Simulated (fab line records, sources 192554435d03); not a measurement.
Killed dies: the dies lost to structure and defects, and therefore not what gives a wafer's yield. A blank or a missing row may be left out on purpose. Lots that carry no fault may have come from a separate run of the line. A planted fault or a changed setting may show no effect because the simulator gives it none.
Comparing a struck lot with a sound one :: flow n5-finfet :: 37 steps out of a route of 1938
Sound: these wafers, L314.1, L314.3, L314.5. Wafers struck: L306.2, L306.5, L306.6. The cause is named last.
For every step that has rows: the tool of each side, followed by ch and its chambers, followed by its first start. Under that, the readings that differ: sound wafers :: struck wafers :: difference of the means :: sigmas: that difference in standard deviations of wafers without a fault.
alike: readings with means less than 2 such deviations apart, plus words and numbers identical on both sides. not compared: withheld readings, readings lacking a value on some wafer, bounds such as >300 that could conceal the same value, and numbers that have no deviation in the record and whose values overlap.
A row with sigmas, a row that says differs or no value, or rows on one side alone: a step with any of these is where the two part. Non-overlapping numbers with no deviation appear without sigmas and do not part them. A reading that every wafer of one side lacks parts them only if that side has two wafers or more.

first, 9 steps without rows for these wafers: N5_BEOL_M14_PRE_CLEAN_42 (time 30 s); N5_BEOL_M14_SPUTTER_43 (material TaN, target thk 15 nm, time 24.19 s); N5_BEOL_M14_SPUTTER_44 (material Ta, target thk 15 nm, time 24.19 s); N5_BEOL_M14_SPUTTER_45 (material Cu, target thk 100 nm, time 16.67 s); N5_BEOL_M14_ECD_47 (material Cu, target thk 1248 nm); N5_BEOL_M14_ANNEAL_48 (time 90 s); N5_BEOL_M14_CMP_49 (polishes, stops on SiO2, t overpolish 5.2 s, target thk 560 nm); N5_BEOL_M14_PRE_CLEAN_52 (time 15 s); N5_BEOL_M14_DEP_53 (deposits SiCN from 3MS/NH3, target thk 50 nm, time 17.8 s).
N5_BEOL_M15_ILD_DEP_00: deposits SiO2 from TEOS/O2, target thk 1629.3 nm, time 346.1 s.
  sound on pecvd-03 ch 0,1, day 16 18:46; struck on pecvd-01 ch 1,2, day 14 12:02
reading: susceptor-temp-C (C)
sound: 400.26 399.89 400.00
struck: 392.02 392.13 392.10
difference: -7.97
sigmas: -36

reading: model.SiO2_of_BEOL_M15_ILD_DEP_00.thk-nm (nm)
sound: 1639 1611 1653
struck: 1703 1714 1728
difference: +81
sigmas: 
  alike: chamber-pressure-Torr, heater-power-w, showerhead-plenum-p-Torr, throttle-valve-pct
N5_BEOL_M15_THK_MEAS_01:
  struck on film-metro-01, day 14 12:17; sound on film-metro-02, day 16 19:01
reading: M15_ILD_THK (nm)
sound: 1637 1610 1651
struck: 1703 1713 1727
difference: +82
sigmas: +4
then, 10 steps without rows for these wafers: N5_BEOL_M15_COAT_58 (time 60 s, resist thk 89 nm); N5_BEOL_M15_COAT_04 (resist thk 800 nm); N5_BEOL_M15_EBR_06; N5_BEOL_M15_SOFTBAKE_05 (time 60 s); N5_BEOL_M15_EXPOSE_07 (exposes mask V14); N5_BEOL_M15_PEB_08 (peb time 90 s); N5_BEOL_M15_DEVELOP_09 (develop time 45 s); N5_BEOL_M15_HARDBAKE_14 (time 120 s); N5_BEOL_M15_DESCUM_15 (chemistry O2, time 7.9 s); N5_BEOL_M15_ETCH_59 (etches BARC in N2/H2, target depth 89 nm, overetch 26.7 nm, time 67.9 s).
N5_BEOL_M15_VIA_ETCH_16: etches SiO2 in C4F8/O2/Ar, target depth 1792.2 nm.
  sound on rie-diel-03 ch 0,1, day 16 19:37; struck on rie-diel-03 ch 1,2,3, day 14 12:56
reading: model.etch.depth-nm (nm)
sound: 1639 1611 1653
struck: 1703 1714 1728
difference: +81
sigmas: 

reading: model.coat_of_BEOL_M15_COAT_04.thk-nm (nm)
sound: 329.2 338.2 326.4
struck: 324.6 315 316.6
difference: -12.5
sigmas: 
  alike: drypump-motor-current-A, oes-product-au, rf-vpp-V, showerhead-plenum-p-Torr, throttle-valve-pct
then, 13 steps without rows for these wafers: N5_BEOL_M15_STRIP_63 (strips in O2); N5_BEOL_M15_STRIP_64 (strips in O2); N5_BEOL_M15_STRIP_65 (strips in post etch residue remover, time 60 s); N5_BEOL_M15_SRD_66 (time 30 s, dry time 30 s); N5_BEOL_M15_COAT_56 (time 60 s, resist thk 550 nm); N5_BEOL_M15_ETCH_57 (etches SOC in N2/H2, time 750 s); N5_BEOL_M15_COAT_60 (time 60 s, resist thk 89 nm); N5_BEOL_M15_COAT_22 (resist thk 800 nm); N5_BEOL_M15_EBR_24; N5_BEOL_M15_SOFTBAKE_23 (time 60 s); N5_BEOL_M15_EXPOSE_25 (exposes mask M15, target cd 400 nm); N5_BEOL_M15_PEB_26 (peb time 90 s); N5_BEOL_M15_DEVELOP_27 (develop time 45 s).
N5_BEOL_M15_CMP_49: polishes, stops on SiO2, t overpolish 4.9 s, target thk 850 nm.
  sound on cmp-01 ch 0,2,3, day 17 01:46; struck on cmp-02 ch 1,2, day 14 17:25
reading: model.SiO2_of_BEOL_M15_ILD_DEP_00.thk-nm (nm)
sound: 1557 1531 1574
struck: 1624 1635 1649
difference: +82
sigmas: 
  alike: clearing-platen-rpm, motor-current-A
N5_PASSIVATION_PROBE_49:
  the record has rows for the struck wafers here (prober-01, day 15 10:43) and none for the sound ones

== WHERE THEY PART ==
At N5_BEOL_M15_ILD_DEP_00 first; at N5_PASSIVATION_PROBE_49 last (within this record only).

WHY: what had been put in by the simulator
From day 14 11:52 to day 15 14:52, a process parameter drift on pecvd-01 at N5_BEOL_M15_ILD_DEP_00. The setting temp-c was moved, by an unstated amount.
